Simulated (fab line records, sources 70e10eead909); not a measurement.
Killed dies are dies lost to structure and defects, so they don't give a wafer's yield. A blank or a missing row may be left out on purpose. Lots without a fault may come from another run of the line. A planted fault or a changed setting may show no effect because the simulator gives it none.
fab line records | flow nand_harc
record lots=11 wafers=33 last_day=34
route steps=1302 shown P_GATE@172
lots that met no fault: from a run of the same line without faults
start_h: hours from the record's first day to the start of the lot's first wafer shown | wait_h: hours since the lot's step before | " the same as in the row above | L1.1+2: a row that stands for several wafers | - no value, or no start given | * or withheld: withheld | < > ~ a bound
route shown NAME@n: a module of which the file shows steps, and the number in the route of the first | usual: mean/standard deviation of fault-free wafers | same: alike in all rows | chamber/n: place in a boat | sites: the reading at each site | _std_site: their standard deviation | _edge_site: outer sites' mean less inner sites' | radius_mm: how far each site lies from the wafer's centre | mask NAME#n: copy n | behind: the tool/chamber that last shaped the wafer | hold: why the lot was held/for how many hours/how that ended | device: the transistor (n, p or np) that didn't switch | end of line: the same wafers' tests at the end of the route | a step without rows: its recipe alone | killed: dies lost to structure and defects at the first sort, not the wafer's yield | map: a wafer's dies, x killed, . not, _ none there
set.NAME: the setting as run; set.NAME@STEP: as run at that earlier step | model.NAME: the simulator's own value behind a step, which no gauge read
steps of the route over a sample of lots; a table a step, a row a wafer
services: from which hour (start_h, from the record's first day; less than 0 if before it) a tool's chamber was out of use, for how many hours, and why
## steps
# step NHARC_P_GATE_DESCUM_48
# recipe time_s=3 o2_flow_sccm=200 ar_flow_sccm=0 bias_power_w=0 chemistry=O2
# usual drypump_motor_current_A=6.1/0.54 oes_product_au=0.998/0.011 rf_vpp_V=57.8/0.84 showerhead_plenum_p_Torr=1.92/0.075 throttle_valve_pct=11.310/0.0088
# columns lot.wafer tool chamber start_h wait_h drypump_motor_current_A oes_product_au rf_hours_counter_h rf_vpp_V showerhead_plenum_p_Torr throttle_valve_pct
L383.3 rie_diel-01 3 110.50 - 5.6 0.998 1 57.7 1.99 11.311
L383.2 " 0 " " 5.9 0.991 3 57.4 1.81 11.321
L383.6 " 0 " " 5.8 0.994 - 56.9 1.81 11.307
L384.4 rie_diel-04 3 120.34 - 5.4 0.975 7 55.8 1.90 11.314
L384.1 " 2 " " 6.7 1.016 6 55.6 1.86 11.315
L384.6 " 0 " " 6.5 0.999 - 57.5 2.01 11.314
L388.3 rie_diel-01 0 153.70 - 5.9 0.978 5 57.9 1.81 11.310
L388.2 " 2 " " 6.8 0.989 4 58.4 1.91 11.329
L388.6 " 0 " " 5.9 0.983 - 57.6 1.81 11.313
L387.2 rie_diel-04 3 153.90 - 5.4 0.974 9 58.5 1.90 11.314
L387.5 " 1 " " 6.7 1.004 - 56.0 1.90 11.319
L387.6 " 2 " " 6.7 1.010 - 57.0 1.86 11.318
L389.1 rie_diel-04 3 168.93 - 5.4 0.985 11 58.2 1.90 11.312
L389.2 " 0 " " 6.5 1.006 10 57.0 2.00 11.310
L389.6 " 1 " " 6.8 0.996 - 58.8 1.90 11.306
L395.1 rie_diel-04 3 236.48 - 5.4 0.988 5 58.5 1.90 11.310
L395.2 " 0 " " 6.5 0.991 4 58.5 2.00 11.304
L395.5 " 3 " " 5.4 0.987 - 57.8 1.90 11.307
L397.1 rie_diel-01 2 257.25 - 6.8 0.999 3 57.3 1.91 11.299
L397.5 " 1 " " 5.4 0.972 - 59.0 2.04 11.317
L397.6 " 2 " " 6.8 0.993 - 57.4 1.91 11.304
L398.1 rie_diel-04 2 257.97 - 6.8 1.005 3 57.3 1.86 11.288
L398.4 " 3 " " 5.4 0.979 6 58.0 1.90 11.319
L398.2 " 0 " " 6.5 0.990 5 55.9 2.00 11.316
L404.1 rie_diel-08 0 322.83 - 6.3 0.988 8 56.8 1.87 11.300
L404.4 " 2 " " 5.8 0.990 8 57.6 2.04 11.317
L404.5 " 1 " " 5.4 0.998 - 58.4 1.91 11.308
L405.2 rie_diel-08 3 327.68 - 6.6 1.024 8 57.3 1.86 11.317
L405.3 " 2 " " 5.8 1.000 8 59.3 2.04 11.322
L405.6 " 0 " " 6.3 1.005 - 57.2 1.87 11.326
L406.3 rie_diel-08 3 345.81 - 6.6 1.021 9 56.2 1.86 11.304
L406.6 " 3 " " 6.6 1.023 - 58.6 1.86 11.318
L406.5 " 0 " " 6.3 0.996 - 58.6 1.87 11.309
# step NHARC_P_GATE_DESCUM_61
# recipe time_s=3 o2_flow_sccm=200 ar_flow_sccm=0 bias_power_w=0 chemistry=O2
# usual drypump_motor_current_A=6.1/0.55 oes_product_au=0.998/0.01 rf_vpp_V=57.9/0.85 showerhead_plenum_p_Torr=1.92/0.073 throttle_valve_pct=11.312/0.009
# columns lot.wafer tool chamber start_h wait_h drypump_motor_current_A oes_product_au rf_hours_counter_h rf_vpp_V showerhead_plenum_p_Torr throttle_valve_pct
L383.3 rie_diel-04 3 112.29 - 5.4 0.990 7.0 57.1 1.90 11.304
L383.2 " 1 " " 6.7 1.004 5.7 57.9 1.90 11.304
L383.6 " 2 " " 6.7 1.014 - 57.6 1.86 11.312
L384.1 rie_diel-01 1 122.13 - 5.4 0.996 2.2 59.2 2.05 11.317
L384.6 " 2 " " 6.8 0.982 - 57.9 1.91 11.298
L384.4 " 1 " " 5.4 1.006 - 60.6 2.05 11.315
L388.2 rie_diel-08 3 155.34 - 6.6 1.008 8.0 56.7 1.87 11.317
L388.3 " 1 " " 5.4 0.994 8.6 57.3 1.91 11.299
L388.6 " 3 " " 6.6 1.010 - 58.7 1.87 11.287
L387.2 rie_diel-08 3 155.68 - 6.6 1.003 8.0 58.1 1.87 11.299
L387.6 " 0 " " 6.3 0.991 - 57.7 1.87 11.318
L387.5 " 1 " " 5.4 0.978 - 59.1 1.91 11.313
L389.1 rie_diel-01 0 170.68 - 5.9 0.996 5.3 56.6 1.81 11.307
L389.2 " 2 " " 6.8 0.995 5.2 58.0 1.91 11.316
L389.6 " 3 " " 5.6 0.996 - 57.2 1.98 11.313
L395.1 rie_diel-08 2 238.25 - 5.7 0.996 3.0 58.5 2.04 11.303
L395.2 " 0 " " 6.3 0.993 2.9 59.0 1.87 11.331
L395.5 " 1 " " 5.4 0.989 - 56.3 1.91 11.293
L397.1 rie_diel-04 1 258.87 - 6.8 1.001 1.6 59.5 1.90 11.300
L397.6 " 1 " " 6.8 1.012 - 57.1 1.90 11.310
L397.5 " 2 " " 6.7 1.024 - 57.1 1.86 11.309
L398.1 rie_diel-08 1 259.72 - 5.4 0.985 4.9 58.8 1.91 11.302
L398.2 " 2 " " 5.8 0.992 4.7 59.5 2.04 11.306
L398.4 " 3 " " 6.6 1.006 4.2 57.4 1.86 11.320
L404.1 rie_diel-08 0 324.59 - 6.3 0.995 7.8 57.7 1.87 11.321
L404.4 " 2 " " 5.8 0.996 7.7 58.0 2.04 11.309
L404.5 " 0 " " 6.3 1.001 - 58.7 1.87 11.310
L405.3 rie_diel-08 2 329.33 - 5.7 0.999 7.7 57.4 2.04 11.318
L405.2 " 3 " " 6.5 1.022 7.5 57.1 1.86 11.328
L405.6 " 0 " " 6.3 1.003 - 59.2 1.87 11.305
L406.3 rie_diel-04 3 347.66 - 5.4 0.993 12.8 58.4 1.90 11.314
L406.6 " 1 " " 6.7 0.985 - 57.7 1.90 11.315
L406.5 " 2 " " 6.8 1.011 - 57.9 1.86 11.316
# step NHARC_P_GATE_EXPOSE_88
# recipe na=0.6 target_cd_nm=2000 dose_mj=11.87 mask_id=P_HVN
# same na=0.6
# columns lot.wafer tool chamber start_h wait_h mask
L383.2+3+6 krf_scanner-03 0 113.69 - P_HVN#0
L384.1+4+6 krf_scanner-03 0 123.38 - P_HVN#0
L388.2+3+6 krf_scanner-03 0 156.60 - P_HVN#0
L387.2+5+6 krf_scanner-01 0 157.04 - P_HVN#0
L389.1+2+6 krf_scanner-03 0 172.05 - P_HVN#0
L395.1+2+5 krf_scanner-01 0 239.63 - P_HVN_R1#0
L397.1+5+6 krf_scanner-01 0 260.27 - P_HVN#0
L398.1+2+4 krf_scanner-04 0 261.11 - P_HVN#0
L404.1+4+5 krf_scanner-03 0 325.98 - P_HVN#0
L405.2+3+6 krf_scanner-04 0 330.71 - P_HVN#0
L406.3+5+6 krf_scanner-01 0 349.03 - P_HVN#0
# step NHARC_P_GATE_CD_MEAS_91
# recipe target_cd_nm=2000 landing_energy_ev=500
# usual cd_nm=1999.7/1.8
# columns lot.wafer tool chamber start_h wait_h cd_nm
L383.2 cd_sem-02 0 113.84 - 1998.6
L383.3 " 0 " " 1995.5
L383.6 " 0 " " 1998.3
L384.1 cd_sem-02 0 123.54 - 2003.5
L384.4 " 0 " " 2001.9
L384.6 " 0 " " 2001.9
L388.2 cd_sem-03 0 156.75 - 1995.6
L388.3 " 0 " " 1999.6
L388.6 " 0 " " 1999.4
L387.2 cd_sem-02 0 157.19 - 2000.5
L387.5 " 0 " " 2003.6
L387.6 " 0 " " 2001.2
L389.1 cd_sem-01 0 172.21 - 1999.5
L389.2 " 0 " " 1998.7
L389.6 " 0 " " 1997.2
L395.1 cd_sem-02 0 239.79 - 1981.2
L395.2 " 0 " " 1981.0
L395.5 " 0 " " 1983.2
L397.1 cd_sem-03 0 260.44 - 1999.7
L397.5 " 0 " " 1998.8
L397.6 " 0 " " 2001.0
L398.1 cd_sem-03 0 261.26 - 1999.6
L398.2 " 0 " " 2000.4
L398.4 " 0 " " 2003.0
L404.1 cd_sem-02 0 326.14 - 1998.8
L404.4 " 0 " " 1998.7
L404.5 " 0 " " 1998.6
L405.2 cd_sem-01 0 330.87 - 1998.3
L405.3 " 0 " " 1998.5
L405.6 " 0 " " 2000.3
L406.3 cd_sem-02 0 349.18 - 2001.3
L406.5 " 0 " " 1999.3
L406.6 " 0 " " 1999.9
# step NHARC_P_GATE_DESCUM_93
# recipe time_s=3 o2_flow_sccm=200 ar_flow_sccm=0 bias_power_w=0 chemistry=O2
# usual drypump_motor_current_A=6.1/0.52 oes_product_au=0.998/0.01 rf_vpp_V=57.8/0.91 showerhead_plenum_p_Torr=1.92/0.073 throttle_valve_pct=11.311/0.0088
# columns lot.wafer tool chamber start_h wait_h drypump_motor_current_A oes_product_au rf_hours_counter_h rf_vpp_V showerhead_plenum_p_Torr throttle_valve_pct
L383.3 rie_diel-04 2 114.03 - 6.7 1.003 5.9 58.3 1.86 11.320
L383.2 " 3 " " 5.4 0.982 7.0 58.1 1.90 11.322
L383.6 " 1 " " 6.7 0.999 - 56.3 1.90 11.321
L384.1 rie_diel-08 1 123.70 - 5.4 0.991 6.0 57.4 1.91 11.315
L384.4 " 2 " " 5.8 0.995 5.3 58.1 2.04 11.307
L384.6 " 1 " " 5.4 1.004 - 57.8 1.91 11.299
L388.2 rie_diel-08 2 156.94 - 5.8 1.018 7.7 58.0 2.04 11.316
L388.3 " 3 " " 6.6 0.999 8.0 56.0 1.87 11.301
L388.6 " 0 " " 6.3 1.000 - 58.7 1.87 11.331
L387.2 rie_diel-08 2 157.36 - 5.8 0.998 7.7 58.2 2.04 11.316
L387.6 " 1 " " 5.4 0.988 - 58.0 1.91 11.313
L387.5 " 2 " " 5.8 0.994 - 57.0 2.04 11.315
L389.1 rie_diel-08 2 172.37 - 5.7 1.004 8.7 58.9 2.04 11.311
L389.2 " 3 " " 6.5 0.998 9.0 58.0 1.87 11.302
L389.6 " 3 " " 6.6 0.993 - 57.0 1.87 11.316
L395.1 rie_diel-08 3 239.96 - 6.6 1.013 3.0 57.2 1.86 11.302
L395.2 " 0 " " 6.3 0.992 2.9 56.7 1.87 11.318
L395.5 " 2 " " 5.8 0.982 - 57.3 2.04 11.308
L397.1 rie_diel-04 0 260.63 - 6.5 0.983 5.1 57.6 2.00 11.309
L397.6 " 2 " " 6.7 1.006 - 57.5 1.86 11.305
L397.5 " 3 " " 5.4 0.978 - 58.2 1.90 11.310
L398.4 rie_diel-08 3 261.42 - 6.6 1.008 4.2 57.5 1.86 11.313
L398.1 " 0 " " 6.3 0.989 4.5 58.1 1.87 11.307
L398.2 " 2 " " 5.8 0.995 4.7 58.4 2.04 11.282
L404.1 rie_diel-04 3 326.31 - 5.4 0.976 9.5 57.7 1.90 11.320
L404.4 " 0 " " 6.5 0.995 9.6 59.1 2.00 11.317
L404.5 " 2 " " 6.7 1.005 - 58.1 1.86 11.300
L405.3 rie_diel-01 1 331.02 - 5.4 1.001 6.0 59.8 2.04 11.317
L405.2 " 3 " " 5.6 1.011 7.6 59.7 1.98 11.306
L405.6 " 0 " " 5.9 0.997 - 58.5 1.81 11.310
L406.3 rie_diel-01 0 349.34 - 5.9 0.996 6.4 57.5 1.81 11.297
L406.5 " 3 " " 5.6 0.996 - 58.0 1.98 11.324
L406.6 " 0 " " 5.9 0.999 - 56.8 1.81 11.306
## services
# columns tool chamber start_h hours kind
krf_scanner-03 - 102.53 1.0 repair
rie_diel-01 3 115.58 10.5 repair
krf_scanner-01 - 140.00 4.0 pm
krf_scanner-04 - 142.58 0.4 repair
rie_diel-04 - 172.79 0.4 repair
rie_diel-04 - 177.90 9.0 pm
krf_scanner-04 - 182.00 4.0 pm
rie_diel-08 - 184.75 0.2 repair
rie_diel-08 - 190.94 9.0 pm
rie_diel-04 2 199.54 7.2 repair
rie_diel-01 - 203.80 9.0 pm
rie_diel-04 1 204.66 47.6 repair
rie_diel-04 2 218.29 6.9 repair
krf_scanner-03 - 224.00 4.0 pm
krf_scanner-04 - 238.85 0.9 repair
rie_diel-01 1 245.66 4.3 repair
rie_diel-08 - 248.43 4.3 repair
rie_diel-08 0 295.66 2.7 repair
rie_diel-08 1 308.39 10.7 repair
krf_scanner-01 - 312.00 4.0 pm
rie_diel-01 2 318.71 13.5 repair
krf_scanner-04 - 324.83 1.1 repair
krf_scanner-01 - 329.29 2.2 repair
krf_scanner-03 - 348.58 0.3 repair
## key
first_sign step=NHARC_P_GATE_EXPOSE_88 reading=mask direction=changed
effect step=NHARC_P_GATE_CD_MEAS_91 reading=cd_nm direction=down sigmas=9.9 usual=1999.7 struck=1981.8
met_at NHARC_P_GATE_EXPOSE_88
struck_lots L395
tester_left_out L395
not_acting_at NHARC_P_GATE_DESCUM_48,NHARC_P_GATE_DESCUM_61,NHARC_P_GATE_DESCUM_93
onset_between 157.04 239.63
fault kind=wrong_mask tool=any chamber=- onset_h=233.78 steps=NHARC_P_GATE_EXPOSE_88 aux_copy=P_HVN_R1#0 cd_offset_nm=-19.022 scope=struck_lots_only
# tester_left_out: of these lots the tester's yield and bins aren't shown, on N5 and GAA mostly nor the transistor test; their killed dies are dies lost to structure and defects alone, not to doping, threshold or leakage, so they don't give the yield
